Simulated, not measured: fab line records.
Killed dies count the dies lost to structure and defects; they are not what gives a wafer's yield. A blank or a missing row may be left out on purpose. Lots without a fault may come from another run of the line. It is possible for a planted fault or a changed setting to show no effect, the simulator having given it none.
Chamber matching + flow nand harc + 4 sister chambers for NHARC_A_STAIRCASE_TRIM_220 on rie diel-13
The step chemistry O2, time 211.2 s. 4 wafers are shown with their chamber, then 9 later ones without.

EACH WAFER AND ITS CHAMBER
| wafer  | chamber | showerhead plenum p Torr (Torr) |
|--------|---------|---------------------------------|
| L086.6 | 3       | 3.72                            |
| L089.3 | 0       | 3.51                            |
| L089.5 | 2       | 3.64                            |
| L089.6 | 1       | 3.32                            |

WAFERS WITHOUT THEIR CHAMBER
| wafer  | showerhead plenum p Torr (Torr) |
|--------|---------------------------------|
| L091.3 | 3.71                            |
| L091.5 | 3.50                            |
| L091.6 | 3.71                            |
| L094.2 | 3.31                            |
| L094.4 | 3.49                            |
| L094.6 | 3.31                            |
| L096.1 | 3.62                            |
| L096.2 | 3.30                            |
| L096.3 | 3.70                            |

WHICH CHAMBER EACH WENT THROUGH
| wafer  | from the rows above | in truth |
|--------|---------------------|----------|
| L091.3 | 3                   | 3        |
| L091.5 | 0                   | 0        |
| L091.6 | 3                   | 3        |
| L094.2 | 1                   | 1        |
| L094.4 | 0                   | 0        |
| L094.6 | 1                   | 1        |
| L096.1 | 2                   | 2        |
| L096.2 | 1                   | 1        |
| L096.3 | 3                   | 3        |
Correctly placed: 9 of 9. Number that these rows cannot place: 0. Number placed wrongly: 0.
How it was worked out, from the rows above alone: a wafer's distance from a chamber is the root of the sum, over the readings, of the square of ((its reading less the chamber's mean) divided by the reading's scatter). The wafer belongs to the nearest chamber; if the next one is less than 2 further off, it can't be placed. A chamber's mean is the mean of its shown wafers. The scatter: with one shown wafer a chamber, the root of the mean of the squares of how far each hidden wafer lies from its nearest shown one.
